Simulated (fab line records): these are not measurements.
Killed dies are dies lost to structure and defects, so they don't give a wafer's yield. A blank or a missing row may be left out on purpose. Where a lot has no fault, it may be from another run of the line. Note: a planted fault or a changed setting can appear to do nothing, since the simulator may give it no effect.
Struck lot and sound lot, side by side    flow n5-finfet    39 steps out of a route of 1938
Sound: wafers L822.1, L822.4, L822.6. Wafers struck: L816.2, L816.3. The cause is named last.
Each step with rows lists, per side, the tool, then ch with its chambers, then its first start. Under that, the readings that differ: sound wafers    struck wafers    difference of the means    sigmas: that difference in standard deviations of wafers without a fault.
alike: readings whose means differ by less than 2 such deviations, and words and numbers that are the same on both sides. not compared: withheld readings, readings that some wafer has no value for, bounds like >300 that may hide the same value, and numbers for which the record gives no deviation and whose values overlap.
The two part at a step that has a row with sigmas, a row that says differs or no value, or rows on one side only. When numbers do not overlap yet have no deviation, they are printed without sigmas and do not part them. Lack of a reading on every wafer of one side parts them only where that side has two or more wafers.

first, 12 steps without rows for these wafers: N5_BEOL_M3_ANNEAL_87 (time 240 s); N5_BEOL_M3_SPUTTER_88 (material Cu, target thk 4.5 nm, time 8.29 s); N5_BEOL_M3_ANNEAL_89 (time 240 s); N5_BEOL_M3_SPUTTER_90 (material Cu, target thk 4.5 nm, time 8.29 s); N5_BEOL_M3_ANNEAL_91 (time 240 s); N5_BEOL_M3_SPUTTER_92 (material Cu, target thk 4.5 nm, time 8.29 s); N5_BEOL_M3_ANNEAL_93 (time 240 s); N5_BEOL_M3_SPUTTER_94 (material Cu, target thk 4.5 nm, time 8.29 s); N5_BEOL_M3_ANNEAL_95 (time 240 s); N5_BEOL_M3_SPUTTER_96 (material Cu, target thk 4.5 nm, time 8.29 s); N5_BEOL_M3_ECD_50 (material Cu, target thk 300 nm); N5_BEOL_M3_ANNEAL_51 (time 90 s).
N5_BEOL_M3_CMP_52: polishes, stops on SiOC, t overpolish 6.8 s, target thk 40 nm.
  sound on cmp-04 ch 0,1, day 13 15:16; struck on cmp-02 ch 0,3, day 12 07:50
reading                       sound              struck       difference  sigmas
barrier-field-endpoint-s (s)  24.5 25.5 24.2     41.1 41.1    +16.4       +19
overpolish-run-s (s)          6.804 6.792 6.802  0.044 0.038  -6.758      -99 or more
time-to-endpoint-s (s)        61 66 62           81 83        +19         +4
  alike: motor-current-A
N5_BEOL_M3_THK_MEAS_53: measures by xrf.
  sound on film-metro-01, day 13 15:34; struck on film-metro-02, day 12 08:03
reading      sound           struck       difference  sigmas
M3_THK (nm)  39.1 42.4 41.0  165.9 152.6  +118.4      +59
then, 4 steps without rows for these wafers: N5_BEOL_M3_PRE_CLEAN_60 (time 15 s); N5_BEOL_M3_CO_CAP_55 (material Co, precursor CCTBA/H2, target thk 2 nm, time 102.1 s); N5_BEOL_M3_PRE_CLEAN_56 (time 15 s); N5_BEOL_M3_DEP_57 (deposits SiCN from 3MS/NH3, target thk 8 nm, time 14 s).
N5_BEOL_M3_INSPECT_59: inspects for defects (darkfield).
  sound on defect-inspect-01, day 13 16:07; struck on defect-inspect-02, day 12 08:23
reading           sound      struck     difference  sigmas
raw-defect-count  120 45 88  5090 5113  +5017       +99 or more
then, 18 steps without rows for these wafers: N5_BEOL_M4_ILD_DEP_00 (deposits SiOC from DEMS/O2, target thk 79 nm, time 15.3 s); N5_BEOL_M4_PECVD_72 (deposits SiO2 from TEOS/O2, target thk 16 nm, time 18 s); N5_BEOL_M4_HM_DEP_02 (deposits TiN, target thk 20 nm); N5_BEOL_M4_COAT_61 (time 60 s, resist thk 60 nm); N5_BEOL_M4_COAT_62 (time 60 s, resist thk 12 nm); N5_BEOL_M4_COAT_73 (time 60 s, resist thk 5 nm); N5_BEOL_M4_COAT_05 (resist thk 30 nm); N5_BEOL_M4_EBR_07; N5_BEOL_M4_SOFTBAKE_06 (time 60 s); N5_BEOL_M4_EXPOSE_08 (exposes mask M4); N5_BEOL_M4_PEB_09 (peb time 60 s); N5_BEOL_M4_DEVELOP_10 (develop time 30 s); N5_BEOL_M4_DESCUM_16 (chemistry O2, time 7 s); N5_BEOL_M4_ETCH_74 (etches underlayer in N2/H2, target depth 6.5 nm, time 5.2 s); N5_BEOL_M4_ETCH_63 (etches SiARC in CF4, target depth 15.6 nm, time 26 s); N5_BEOL_M4_ETCH_64 (etches SOC in N2/H2, target depth 75 nm, overetch 22.5 nm, time 121.9 s); N5_BEOL_M4_STRIP_65 (strips in N2/H2); N5_BEOL_M4_STRIP_75 (strips in N2/H2).
N5_BEOL_M4_RC_MEAS_101:
  the record has rows for the sound wafers here (prober-02 ch 0, day 14 04:48) and none for the struck ones
-- the record jumps here: 5 days lie between the struck wafers' starts before and after (it left off in module BEOL_M4 and takes up again in module PASSIVATION, whose first step shown is number 1936 of the route) --
N5_PASSIVATION_PROBE_49:
  sound on prober-02, day 19 10:48; struck on prober-01, day 17 18:47
reading                   sound           struck     difference  sigmas
defect-limited-yield (%)  89.0 90.4 88.2  0 0        -89         -64
killed_at_M0_to_M3        22 23 17        1129 1114  +1101       +99 or more
killed_at_M4_up           32 23 27        6 16       -16         -3
killed-at-front-end       61 53 80        25 38      -33         -3
killed-dies               130 113 139     1180 1180  +1053       +66
killed-on-rim             22 9 31         152 152    +131        +31
killed-open               81 72 86        45 64      -25         -2
sort_bin_5_function (%)   6.9 6.0 6.6     3.5 5.3    -2.1        -2
sort-n-pass               1050 1067 1041  0 0        -1053       -50
sort-yield-pct (%)        89.0 90.4 88.2  0 0        -89         -50
  alike: killed-at-contacts, killed-at-other, killed-short, sort_bin_4_leakage, sort_bin_6_memory, sort_bin_8_speed

== WHERE THEY PART ==
At N5_BEOL_M3_CMP_52 first; at N5_PASSIVATION_PROBE_49 last (within this record only).

WHY: the cause the simulator had injected
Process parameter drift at N5_BEOL_M3_CMP_52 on cmp-02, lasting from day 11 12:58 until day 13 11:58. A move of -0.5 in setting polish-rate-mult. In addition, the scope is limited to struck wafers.
